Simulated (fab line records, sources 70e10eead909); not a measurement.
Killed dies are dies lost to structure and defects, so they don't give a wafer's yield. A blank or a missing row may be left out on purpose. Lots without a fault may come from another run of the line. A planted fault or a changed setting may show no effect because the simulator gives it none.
fab line records | flow nand_harc
record lots=14 wafers=42 last_day=34
route steps=1302 shown A_CONTACT@1099 A_BLC@1115
lots that met no fault: from a run of the same line without faults
start_h: hours from the record's first day to the start of the lot's first wafer shown | wait_h: hours since the lot's step before | " the same as in the row above | L1.1+2: a row that stands for several wafers | - no value, or no start given | * or withheld: withheld | < > ~ a bound
route shown NAME@n: a module of which the file shows steps, and the number in the route of the first | usual: mean/standard deviation of fault-free wafers | same: alike in all rows | chamber/n: place in a boat | sites: the reading at each site | _std_site: their standard deviation | _edge_site: outer sites' mean less inner sites' | radius_mm: how far each site lies from the wafer's centre | mask NAME#n: copy n | behind: the tool/chamber that last shaped the wafer | hold: why the lot was held/for how many hours/how that ended | device: the transistor (n, p or np) that didn't switch | end of line: the same wafers' tests at the end of the route | a step without rows: its recipe alone | killed: dies lost to structure and defects at the first sort, not the wafer's yield | map: a wafer's dies, x killed, . not, _ none there
set.NAME: the setting as run; set.NAME@STEP: as run at that earlier step | model.NAME: the simulator's own value behind a step, which no gauge read
steps of the route over a sample of lots; a table a step, a row a wafer
services: from which hour (start_h, from the record's first day; less than 0 if before it) a tool's chamber was out of use, for how many hours, and why
## steps
# step NHARC_A_CONTACT_STRIP_26
# recipe o2_flow_sccm=500 ar_flow_sccm=0 bias_w=0 chemistry=O2
# usual drypump_motor_current_A=5.6/0.47 o2_flow_sccm=500.1/1.4 oes_product_au=0.997/0.0082 rf_vpp_V=57.7/0.87 showerhead_plenum_p_Torr=3.50/0.11 throttle_valve_pct=17.038/0.0093
# columns lot.wafer tool chamber start_h wait_h drypump_motor_current_A o2_flow_sccm oes_product_au rf_hours_counter_h rf_vpp_V showerhead_plenum_p_Torr throttle_valve_pct
L757.1 rie_diel-01 3 - - 5.4 500.6 0.991 26 58.4 3.45 17.049
L757.2 " 1 " " 6.4 499.2 1.005 19 57.7 3.54 17.023
L757.4 " 2 " " 5.7 497.2 0.992 25 57.2 3.40 17.045
L755.4 rie_diel-03 2 - - 5.6 499.8 1.005 15 58.0 3.45 17.032
L755.2 " 1 " " 5.3 499.3 1.011 15 56.9 3.77 17.037
L755.6 " 2 " " 5.6 499.2 1.016 - 57.3 3.45 17.045
L754.2 rie_diel-03 3 - - 5.5 499.5 0.986 17 59.0 3.42 17.047
L754.4 " 2 " " 5.6 498.4 0.992 15 57.7 3.45 17.029
L754.6 " 3 " " 5.5 503.3 0.992 - 56.5 3.42 17.042
L759.2 rie_diel-01 2 - - 5.7 499.4 0.989 31 57.2 3.40 17.035
L759.1 " 0 " " 5.1 500.5 0.991 28 57.9 3.50 17.036
L759.6 " 2 " " 5.7 500.2 0.991 - 59.6 3.40 17.037
L758.1 rie_diel-01 0 - - 5.0 505.6 0.999 28 57.2 3.50 17.034
L758.4 " 1 " " 6.4 501.3 1.013 24 56.5 3.54 17.037
L758.6 " 0 " " 5.0 501.7 0.985 - 57.2 3.50 17.054
L760.4 rie_diel-03 3 - - 5.5 499.9 0.993 35 58.6 3.41 17.033
L760.1 " 0 " " 5.0 500.3 1.002 35 55.9 3.60 17.042
L760.6 " 0 " " 5.0 499.1 0.995 - 57.6 3.60 17.047
L761.2 rie_diel-03 2 - - 5.5 500.0 0.997 32 57.6 3.44 17.028
L761.4 " 0 " " 5.0 500.5 0.993 38 58.5 3.59 17.047
L761.6 " 2 " " 5.5 502.1 0.997 - 57.5 3.44 17.039
L764.1 rie_diel-01 1 - - 6.4 497.4 1.012 12 59.5 3.53 17.041
L764.2 " 3 " " 5.4 499.6 0.995 12 58.1 3.44 17.036
L764.6 " 3 " " 5.4 499.6 1.003 - 57.6 3.44 17.038
L763.2 rie_diel-01 0 - - 5.1 500.9 0.989 10 58.0 3.50 17.042
L763.1 " 3 " " 5.4 500.1 1.002 12 58.1 3.44 17.054
L763.5 " 0 " " 5.1 500.1 0.984 - 57.7 3.50 17.055
L765.1 rie_diel-01 3 - - 5.4 499.6 0.993 16 58.1 3.44 17.044
L765.2 " 0 " " 5.1 500.9 0.997 14 57.5 3.49 17.048
L765.5 " 1 " " 6.4 501.1 1.006 - 58.3 3.53 17.041
L770.3 rie_diel-01 3 - - 5.4 500.5 0.993 20 57.9 3.43 17.058
L770.1 " 2 " " 5.8 500.2 0.988 3 57.2 3.40 17.037
L770.6 " 0 " " 5.1 499.2 1.000 - 57.6 3.49 17.033
L774.3 rie_diel-01 2 - - 5.7 500.5 0.986 8 57.1 3.40 17.035
L774.6 " 1 " " 6.3 498.8 0.999 - 58.1 3.52 17.032
L774.5 " 2 " " 5.7 501.1 0.995 - 57.3 3.40 17.030
L775.2 rie_diel-08 1 - - 6.3 498.6 0.985 6 58.3 3.77 17.031
L775.1 " 2 " " 6.1 498.4 0.980 4 58.2 3.77 17.045
L775.3 " 3 " " 5.4 499.2 0.996 4 59.5 3.81 17.047
L777.4 rie_diel-01 2 - - 5.7 501.4 0.993 5 56.6 3.39 17.025
L777.5 " 2 " " 5.7 501.2 1.009 - 55.8 3.39 17.039
L777.6 " 3 " " 5.4 500.2 1.004 - 56.5 3.43 17.051
# step NHARC_A_CONTACT_CVD_19
# recipe target_thk_a=3000 temp_c=300 pressure_torr=40 wf6_flow_sccm=40 h2_flow_sccm=1600 ar_flow_sccm=1560 time_s=802 material=W
# usual heater_power_w=475/49 mfc_wf6_sccm=39.99/0.12 throttle_valve_pct=7.9/0.34
# columns lot.wafer tool chamber start_h wait_h heater_power_w mfc_wf6_sccm since_wet_clean_h throttle_valve_pct
L757.2 cvd_w-02 1 - - 501 40.00 69 8.2
L757.1 " 0 " " 493 39.85 70 8.0
L757.4 " 0 " " 489 40.04 - 8.1
L755.2 cvd_w-01 0 - - 405 39.97 155 7.7
L755.4 " 1 " " 453 40.23 - 8.4
L755.6 " 0 " " 405 40.00 - 7.7
L754.2 cvd_w-01 0 - - 389 39.99 158 7.6
L754.4 " 0 " " 402 40.01 - 7.6
L754.6 " 0 " " 409 40.01 - 7.3
L759.1 cvd_w-02 1 - - 514 40.00 93 8.0
L759.2 " 0 " " 496 39.98 93 7.9
L759.6 " 1 " " 509 39.97 - 8.1
L758.1 cvd_w-02 1 - - 518 39.86 94 8.0
L758.4 " 1 " " 527 39.77 - 8.2
L758.6 " 1 " " 510 39.81 - 7.9
L760.1 cvd_w-02 1 - - 518 39.93 117 8.1
L760.4 " 1 " " 525 39.90 - 8.1
L760.6 " 0 " " 498 40.03 - 7.9
L761.2 cvd_w-02 1 - - 511 39.91 125 8.3
L761.4 " 0 " " 502 40.00 - 8.0
L761.6 " 0 " " 495 39.74 - 7.8
L764.1 cvd_w-01 1 - - 467 40.00 77 8.3
L764.2 " 0 " " 393 40.05 77 7.4
L764.6 " 1 " " 476 40.00 - 8.4
L763.2 cvd_w-01 0 - - 399 40.00 80 7.3
L763.1 " 1 " " 475 39.83 80 8.5
L763.5 " 0 " " 396 40.11 - 7.4
L765.2 cvd_w-02 0 - - 495 39.87 11 7.8
L765.1 " 1 " " 552 39.92 11 7.8
L765.5 " 0 " " 498 39.87 - 7.5
L770.1 cvd_w-01 1 - - 492 40.04 122 8.2
L770.3 " 1 " " 473 40.19 - 8.4
L770.6 " 1 " " 488 40.19 - 8.7
L774.3 cvd_w-01 1 - - 499 40.09 - 8.2
L774.5 " 0 " " 397 39.91 - 7.6
L774.6 " 1 " " 463 40.10 - 8.2
L775.2 cvd_w-01 0 - - 389 40.04 8 7.5
L775.1 " 1 " " 458 40.02 8 8.0
L775.3 " 0 " " 378 40.22 - 7.7
L777.4 cvd_w-02 0 - - 487 40.02 - 7.8
L777.6 " 1 " " 538 39.81 - 7.9
L777.5 " 0 " " 482 40.04 - 7.6
# step NHARC_A_BLC_PEB_08
# recipe peb_temp_c=100 peb_time_s=65
# usual heater_power_total_W=156.6/0.42 plate_temp_C=100.01/0.13
# columns lot.wafer tool chamber start_h wait_h heater_power_total_W plate_temp_C
L757.1 litho_track-04 0 534.16 0.1 157.1 100.03
L757.2 " 0 " " 156.0 99.89
L757.4 " 0 " " 156.1 100.07
L755.2 litho_track-01 0 535.85 0.1 157.0 99.80
L755.4 " 0 " " 156.0 99.89
L755.6 " 0 " " 157.0 99.90
L754.2 litho_track-06 0 538.24 0.1 157.0 99.96
L754.4 " 0 " " 156.1 100.11
L754.6 " 0 " " 156.8 99.96
L759.1 litho_track-06 0 557.87 0.1 157.0 100.06
L759.2 " 0 " " 157.0 99.85
L759.6 " 0 " " 156.6 99.97
L758.1 litho_track-01 0 558.72 0.1 156.2 100.08
L758.4 " 0 " " 157.1 100.00
L758.6 " 0 " " 155.9 99.84
L760.1 litho_track-06 0 581.25 0.1 157.1 99.99
L760.4 " 0 " " 157.0 100.23
L760.6 " 0 " " 157.1 100.05
L761.2 litho_track-06 0 589.39 0.1 156.0 100.01
L761.4 " 0 " " 156.6 100.03
L761.6 " 0 " " 156.0 99.95
L764.1 litho_track-01 0 638.23 0.1 156.8 100.14
L764.2 " 0 " " 156.7 99.86
L764.6 " 0 " " 156.5 100.04
L763.1 litho_track-06 0 641.20 0.1 156.4 99.99
L763.2 " 0 " " 156.4 99.97
L763.5 " 0 " " 157.0 100.00
L765.1 litho_track-06 0 656.30 0.1 144.2 94.18
L765.2 " 0 " " 143.9 94.14
L765.5 " 0 " " 143.8 94.04
L770.1 litho_track-06 0 683.31 0.1 143.7 94.21
L770.3 " 0 " " 143.5 94.24
L770.6 " 0 " " 143.7 94.31
L774.3 litho_track-01 0 718.77 0.0 157.1 100.05
L774.5 " 0 " " 157.2 100.13
L774.6 " 0 " " 156.8 99.94
L775.1 litho_track-01 0 750.27 0.1 156.4 99.87
L775.2 " 0 " " 156.6 99.90
L775.3 " 0 " " 156.2 99.69
L777.4 litho_track-06 0 768.49 0.0 157.2 99.87
L777.5 " 0 " " 157.0 99.86
L777.6 " 0 " " 156.9 99.93
# step NHARC_A_BLC_CD_MEAS_10
# recipe target_cd_nm=100 landing_energy_ev=500
# usual cd_nm=100.0/0.63
# columns lot.wafer tool chamber start_h wait_h cd_nm
L757.1 cd_sem-01 0 534.24 - 100.1
L757.2 " 0 " " 100.2
L757.4 " 0 " " 100.1
L755.2 cd_sem-02 0 535.93 - 101.3
L755.4 " 0 " " 101.1
L755.6 " 0 " " 101.2
L754.2 cd_sem-03 0 538.33 - 100.9
L754.4 " 0 " " 99.7
L754.6 " 0 " " 100.4
L759.1 cd_sem-01 0 557.95 - 100.1
L759.2 " 0 " " 99.8
L759.6 " 0 " " 99.8
L758.1 cd_sem-03 0 558.80 - 100.0
L758.4 " 0 " " 100.6
L758.6 " 0 " " 99.5
L760.1 cd_sem-01 0 581.33 - 100.8
L760.4 " 0 " " 100.3
L760.6 " 0 " " 100.5
L761.2 cd_sem-01 0 589.47 - 99.9
L761.4 " 0 " " 99.4
L761.6 " 0 " " 99.4
L764.1 cd_sem-03 0 638.31 - 99.4
L764.2 " 0 " " 99.4
L764.6 " 0 " " 100.0
L763.1 cd_sem-03 0 641.28 - 99.7
L763.2 " 0 " " 99.6
L763.5 " 0 " " 98.7
L765.1 cd_sem-03 0 656.38 - 74.9
L765.2 " 0 " " 75.1
L765.5 " 0 " " 75.3
L770.1 cd_sem-03 0 683.39 - 76.3
L770.3 " 0 " " 76.0
L770.6 " 0 " " 76.2
L774.3 cd_sem-02 0 718.86 - 99.4
L774.5 " 0 " " 99.3
L774.6 " 0 " " 99.8
L775.1 cd_sem-01 0 750.35 - 99.1
L775.2 " 0 " " 98.5
L775.3 " 0 " " 98.8
L777.4 cd_sem-01 0 768.57 - 99.4
L777.5 " 0 " " 100.0
L777.6 " 0 " " 99.5
# step NHARC_A_BLC_ETCH_17
# recipe target_depth_a=3900 over_etch_frac=0.25 time_s=609.38 ion_energy_ev=200 n2_flow_sccm=150 h2_flow_sccm=150 ar_flow_sccm=0 rf_w=400 bias_w=150 chemistry=N2/H2
# usual drypump_motor_current_A=5.67/0.27 n2_flow_sccm=150.0/0.4 oes_product_au=1.002/0.0066 rf_vpp_V=430.3/2.5 showerhead_plenum_p_Torr=2.04/0.091 throttle_valve_pct=14.170/0.0095
# columns lot.wafer tool chamber start_h wait_h drypump_motor_current_A n2_flow_sccm oes_product_au rf_hours_counter_h rf_vpp_V showerhead_plenum_p_Torr throttle_valve_pct
L757.2 rie_diel-13 0 - - 6.00 149.6 1.005 1 434.9 2.19 14.166
L757.4 " 1 " " 5.55 149.6 1.009 0 432.2 2.13 14.169
L757.1 " 3 " " 6.04 150.7 0.999 0 430.0 2.03 14.178
L755.4 rie_diel-13 2 - - 5.62 150.4 1.011 1 426.8 1.90 14.170
L755.2 " 1 " " 5.59 150.1 1.009 1 431.6 2.13 14.167
L755.6 " 2 " " 5.61 149.5 1.000 - 427.0 1.90 14.184
L754.4 rie_diel-13 0 - - 6.03 149.7 0.991 1 434.9 2.19 14.157
L754.2 " 1 " " 5.56 150.1 1.001 1 431.9 2.13 14.181
L754.6 " 3 " " 6.08 150.4 0.996 - 429.9 2.03 14.164
L759.2 rie_diel-13 0 - - 6.03 150.4 1.012 2 434.3 2.19 14.154
L759.1 " 2 " " 5.64 149.8 1.004 3 425.0 1.90 14.168
L759.6 " 0 " " 6.02 149.9 0.999 - 434.5 2.19 14.177
L758.4 rie_diel-04 1 - - 5.38 150.5 1.005 2 426.8 1.94 14.167
L758.1 " 2 " " 5.66 149.3 1.008 2 430.1 2.05 14.177
L758.6 " 3 " " 5.31 149.6 1.011 - 434.0 2.11 14.179
L760.1 rie_diel-13 2 - - 5.60 151.0 1.002 5 426.1 1.90 14.180
L760.4 " 3 " " 6.10 149.6 1.003 5 429.6 2.02 14.170
L760.6 " 2 " " 5.61 149.8 1.003 - 425.9 1.90 14.190
L761.4 rie_diel-04 3 - - 5.35 150.4 1.004 5 433.9 2.11 14.162
L761.2 " 1 " " 5.37 149.9 1.009 5 428.2 1.93 14.159
L761.6 " 3 " " 5.35 150.1 1.013 - 432.1 2.11 14.176
L764.1 rie_diel-13 1 - - 5.61 150.4 1.002 8 433.7 2.13 14.162
L764.2 " 3 " " 6.08 150.3 1.001 8 429.1 2.02 14.162
L764.6 " 1 " " 5.59 149.6 0.995 - 433.2 2.13 14.182
L763.2 rie_diel-13 3 - - 6.04 149.6 1.005 8 428.2 2.02 14.178
L763.1 " 2 " " 5.64 149.9 1.008 8 426.6 1.89 14.168
L763.5 " 3 " " 6.04 149.3 1.010 - 430.9 2.02 14.179
L765.2 rie_diel-12 3 - - 5.50 150.0 0.983 6 428.5 1.96 14.149
L765.1 " 1 " " 5.64 149.9 0.988 6 429.7 2.07 14.170
L765.5 " 2 " " 5.24 149.9 1.003 - 429.8 1.97 14.171
L770.3 rie_diel-04 1 - - 5.38 149.9 1.014 13 427.7 1.93 14.158
L770.1 " 2 " " 5.65 149.7 1.008 14 430.7 2.05 14.172
L770.6 " 1 " " 5.39 150.2 1.001 - 428.1 1.93 14.179
L774.3 rie_diel-04 3 - - 5.32 149.8 1.013 0 431.9 2.10 14.165
L774.6 " 3 " " 5.33 149.0 1.014 - 433.5 2.10 14.184
L774.5 " 0 " " 5.93 150.7 1.009 - 429.7 1.97 14.179
L775.2 rie_diel-04 0 - - 5.89 149.9 1.008 2 429.4 1.97 14.161
L775.3 " 2 " " 5.63 149.9 0.983 3 431.6 2.05 14.177
L775.1 " 3 " " 5.30 150.2 1.006 3 431.1 2.10 14.169
L777.4 rie_diel-04 3 - - 5.31 150.2 1.009 4 431.2 2.10 14.171
L777.5 " 2 " " 5.66 150.4 0.992 - 430.6 2.04 14.168
L777.6 " 3 " " 5.31 149.9 1.006 - 432.7 2.10 14.174
# step NHARC_A_BLC_CD_MEAS_19
# usual cd_nm=100.0/1.6
# columns lot.wafer tool chamber start_h wait_h cd_nm
L757.1 cd_sem-01 - 535.38 - 101.2
L757.2 " - " " 102.1
L757.4 " - " " 100.7
L755.2 cd_sem-01 - 537.09 - 101.9
L755.4 " - " " 101.9
L755.6 " - " " 102.0
L754.2 cd_sem-01 - 539.49 - 102.4
L754.4 " - " " 99.5
L754.6 " - " " 101.6
L759.1 cd_sem-03 - 559.11 - 99.6
L759.2 " - " " 98.4
L759.6 " - " " 99.9
L758.1 cd_sem-03 - 559.96 - 102.1
L758.4 " - " " 101.8
L758.6 " - " " 98.9
L760.1 cd_sem-01 - 582.48 - 101.7
L760.4 " - " " 100.7
L760.6 " - " " 99.0
L761.2 cd_sem-02 - 591.09 - 97.7
L761.4 " - " " 100.1
L761.6 " - " " 99.4
L764.1 cd_sem-01 - 639.47 - 101.2
L764.2 " - " " 101.9
L764.6 " - " " 100.6
L763.1 cd_sem-01 - 642.43 - 100.1
L763.2 " - " " 99.0
L763.5 " - " " 98.6
L765.1 cd_sem-03 - 657.53 - 74.0
L765.2 " - " " 73.7
L765.5 " - " " 74.4
L770.1 cd_sem-02 - 684.54 - 77.0
L770.3 " - " " 73.3
L770.6 " - " " 72.4
L774.3 cd_sem-03 - 720.01 - 101.1
L774.5 " - " " 98.9
L774.6 " - " " 101.5
L775.1 cd_sem-03 - 751.51 - 99.5
L775.2 " - " " 97.9
L775.3 " - " " 97.5
L777.4 cd_sem-02 - 769.72 - 102.5
L777.5 " - " " 100.4
L777.6 " - " " 100.7
## services
# columns tool chamber start_h hours kind
rie_diel-13 - 519.00 9.0 pm
litho_track-06 - 529.00 7.0 pm
rie_diel-04 - 532.27 9.0 pm
rie_diel-03 - 541.18 0.5 repair
cvd_w-01 - 547.05 13.0 pm
rie_diel-08 - 549.77 9.0 pm
litho_track-04 - 553.00 7.0 pm
rie_diel-01 - 558.38 9.0 pm
cvd_w-02 1 580.92 6.7 repair
rie_diel-01 2 582.28 79.9 repair
rie_diel-01 0 588.77 4.8 repair
cvd_w-02 - 631.08 13.0 pm
rie_diel-03 - 635.94 9.0 pm
rie_diel-01 - 650.49 0.4 repair
litho_track-01 - 680.00 7.0 pm
rie_diel-04 2 688.07 2.8 repair
rie_diel-13 - 696.00 9.0 pm
litho_track-06 - 704.00 7.0 pm
cvd_w-02 - 706.83 0.3 repair
rie_diel-04 - 709.27 9.0 pm
rie_diel-04 0 724.14 7.7 repair
cvd_w-01 - 728.05 13.0 pm
rie_diel-01 - 735.38 9.0 pm
rie_diel-03 3 736.79 3.6 repair
## key
first_sign step=NHARC_A_BLC_PEB_08 reading=plate_temp_C direction=down sigmas=46 usual=* struck=*
effect step=NHARC_A_BLC_PEB_08 reading=heater_power_total_W direction=down sigmas=30 usual=* struck=*
effect step=NHARC_A_BLC_CD_MEAS_10 reading=cd_nm direction=down sigmas=39 usual=100.0 struck=75.6
effect step=NHARC_A_BLC_CD_MEAS_19 reading=cd_nm direction=down sigmas=16 usual=100.0 struck=74.1
met_at NHARC_A_BLC_PEB_08
struck_lots L765,L770
later_rows_left_out L765.1,L765.2,L765.5,L770.1,L770.3,L770.6
sort_left_out L765.1,L765.2,L765.5,L770.1,L770.3,L770.6
tester_left_out L765,L770
not_acting_at NHARC_A_CONTACT_STRIP_26,NHARC_A_CONTACT_CVD_19,NHARC_A_BLC_ETCH_17
onset_between 641.20 656.30
fault kind=process_parameter_drift tool=litho_track-06 chamber=- onset_h=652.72 steps=NHARC_A_BLC_PEB_08 channel=peb_temp_c offset=* shape=step end_h=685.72 acts_in=* stated=*
# tester_left_out: of these lots the tester's yield and bins aren't shown, on N5 and GAA mostly nor the transistor test; their killed dies are dies lost to structure and defects alone, not to doping, threshold or leakage, so they don't give the yield
# sort_left_out: the simulated sort isn't trusted on such a fault, so these wafers' sort isn't shown, and their yield isn't known
# later_rows_left_out: the simulator's readings of these wafers behind a module that went badly wrong aren't trusted and aren't shown, but for the sort
